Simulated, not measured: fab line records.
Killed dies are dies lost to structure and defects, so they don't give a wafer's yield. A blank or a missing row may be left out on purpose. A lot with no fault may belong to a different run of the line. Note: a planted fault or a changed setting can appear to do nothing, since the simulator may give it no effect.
Matching of chambers / flow nand-harc / NHARC_A_CONTACT_ETCH_91 on rie-diel-01 has 4 sister chambers
The step etches the open film in CH3F/O2, target depth 40 nm, time 85.7 s. 24 wafers are shown with their chamber, then 12 later ones without.

## WAFERS PAIRED WITH THEIR CHAMBERS
wafer=L076.2; chamber=1; drypump-motor-current-A (A)=6.1; rf-vpp-V (V)=243.8; oes-product-au (a.u.)=0.92
wafer=L076.3; chamber=0; drypump-motor-current-A (A)=5.7; rf-vpp-V (V)=248.2; oes-product-au (a.u.)=0.92
wafer=L076.5; chamber=1; drypump-motor-current-A (A)=6.0; rf-vpp-V (V)=242.8; oes-product-au (a.u.)=0.91
wafer=L077.1; chamber=1; drypump-motor-current-A (A)=6.1; rf-vpp-V (V)=242.7; oes-product-au (a.u.)=0.92
wafer=L077.3; chamber=3; drypump-motor-current-A (A)=6.2; rf-vpp-V (V)=242.8; oes-product-au (a.u.)=0.92
wafer=L077.6; chamber=3; drypump-motor-current-A (A)=6.2; rf-vpp-V (V)=243.4; oes-product-au (a.u.)=0.92
wafer=L077.2; chamber=0; drypump-motor-current-A (A)=5.7; rf-vpp-V (V)=246.6; oes-product-au (a.u.)=0.93
wafer=L077.4; chamber=0; drypump-motor-current-A (A)=5.7; rf-vpp-V (V)=247.9; oes-product-au (a.u.)=0.92
wafer=L077.5; chamber=1; drypump-motor-current-A (A)=6.1; rf-vpp-V (V)=242.6; oes-product-au (a.u.)=0.91
wafer=L078.2; chamber=1; drypump-motor-current-A (A)=6.0; rf-vpp-V (V)=243.4; oes-product-au (a.u.)=0.99
wafer=L078.5; chamber=3; drypump-motor-current-A (A)=6.2; rf-vpp-V (V)=243.2; oes-product-au (a.u.)=1.01
wafer=L078.6; chamber=1; drypump-motor-current-A (A)=6.1; rf-vpp-V (V)=243.8; oes-product-au (a.u.)=0.99
wafer=L080.1; chamber=0; drypump-motor-current-A (A)=5.7; rf-vpp-V (V)=246.4; oes-product-au (a.u.)=0.92
wafer=L080.4; chamber=3; drypump-motor-current-A (A)=6.2; rf-vpp-V (V)=243.3; oes-product-au (a.u.)=0.93
wafer=L080.5; chamber=3; drypump-motor-current-A (A)=6.2; rf-vpp-V (V)=244.1; oes-product-au (a.u.)=0.92
wafer=L084.2; chamber=3; drypump-motor-current-A (A)=6.2; rf-vpp-V (V)=243.3; oes-product-au (a.u.)=0.92
wafer=L084.4; chamber=1; drypump-motor-current-A (A)=6.0; rf-vpp-V (V)=243.0; oes-product-au (a.u.)=0.92
wafer=L084.5; chamber=3; drypump-motor-current-A (A)=6.2; rf-vpp-V (V)=243.5; oes-product-au (a.u.)=0.93
wafer=L085.3; chamber=0; drypump-motor-current-A (A)=5.7; rf-vpp-V (V)=246.7; oes-product-au (a.u.)=0.91
wafer=L085.4; chamber=2; drypump-motor-current-A (A)=5.6; rf-vpp-V (V)=242.4; oes-product-au (a.u.)=0.92
wafer=L085.6; chamber=3; drypump-motor-current-A (A)=6.2; rf-vpp-V (V)=243.9; oes-product-au (a.u.)=0.93
wafer=L086.2; chamber=1; drypump-motor-current-A (A)=6.0; rf-vpp-V (V)=241.6; oes-product-au (a.u.)=1.00
wafer=L086.4; chamber=2; drypump-motor-current-A (A)=5.6; rf-vpp-V (V)=244.1; oes-product-au (a.u.)=0.98
wafer=L086.5; chamber=2; drypump-motor-current-A (A)=5.6; rf-vpp-V (V)=244.6; oes-product-au (a.u.)=1.00

SIGNATURES (means of the wafers above)
reading=drypump-motor-current-A; chamber 0=5.700; chamber 1=6.050; chamber 2=5.600; chamber 3=6.200; scatter within a chamber=0.0316
reading=rf-vpp-V; chamber 0=247.160; chamber 1=242.963; chamber 2=243.700; chamber 3=243.438; scatter within a chamber=0.715
reading=oes-product-au; chamber 0=0.9200; chamber 1=0.9450; chamber 2=0.9667; chamber 3=0.9350; scatter within a chamber=0.0329
Rule: distance of a wafer from a chamber = root of the sum over the readings of ((wafer's reading minus chamber's mean) / reading's scatter) squared. The wafer belongs to the nearest chamber; if the next one is less than 2 further off, it can't be placed. How the scatter is found: for the shown wafers, subtract from each reading the mean of its chamber, square and add these, divide the total by (wafers less chambers), then take the root.

## WAFERS WITH NO CHAMBER GIVEN
wafer=L088.2; drypump-motor-current-A (A)=5.6; rf-vpp-V (V)=243.9; oes-product-au (a.u.)=0.93
wafer=L088.4; drypump-motor-current-A (A)=6.1; rf-vpp-V (V)=241.2; oes-product-au (a.u.)=0.93
wafer=L088.5; drypump-motor-current-A (A)=5.6; rf-vpp-V (V)=244.3; oes-product-au (a.u.)=0.92
wafer=L089.3; drypump-motor-current-A (A)=6.2; rf-vpp-V (V)=243.5; oes-product-au (a.u.)=0.92
wafer=L089.4; drypump-motor-current-A (A)=5.6; rf-vpp-V (V)=242.9; oes-product-au (a.u.)=0.92
wafer=L089.6; drypump-motor-current-A (A)=5.7; rf-vpp-V (V)=248.0; oes-product-au (a.u.)=0.93
wafer=L091.1; drypump-motor-current-A (A)=5.6; rf-vpp-V (V)=243.7; oes-product-au (a.u.)=1.00
wafer=L091.2; drypump-motor-current-A (A)=6.0; rf-vpp-V (V)=241.4; oes-product-au (a.u.)=0.99
wafer=L091.5; drypump-motor-current-A (A)=6.2; rf-vpp-V (V)=244.3; oes-product-au (a.u.)=1.01
wafer=L095.2; drypump-motor-current-A (A)=5.7; rf-vpp-V (V)=246.2; oes-product-au (a.u.)=0.92
wafer=L095.5; drypump-motor-current-A (A)=6.1; rf-vpp-V (V)=243.4; oes-product-au (a.u.)=0.92
wafer=L095.6; drypump-motor-current-A (A)=5.6; rf-vpp-V (V)=243.8; oes-product-au (a.u.)=0.92

## WHICH CHAMBER EACH ONE RAN IN
wafer=L088.2; from the rows above=2; in truth=2
wafer=L088.4; from the rows above=can't be placed: 1 or 3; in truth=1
wafer=L088.5; from the rows above=2; in truth=2
wafer=L089.3; from the rows above=3; in truth=3
wafer=L089.4; from the rows above=2; in truth=2
wafer=L089.6; from the rows above=0; in truth=0
wafer=L091.1; from the rows above=2; in truth=2
wafer=L091.2; from the rows above=1; in truth=1
wafer=L091.5; from the rows above=3; in truth=3
wafer=L095.2; from the rows above=0; in truth=0
wafer=L095.5; from the rows above=can't be placed: 1 or 3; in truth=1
wafer=L095.6; from the rows above=2; in truth=2
10 of 12 placed correctly. Cannot be placed on the basis of these rows: 2; the candidates contain the true chamber in 2. 0 placed wrongly.
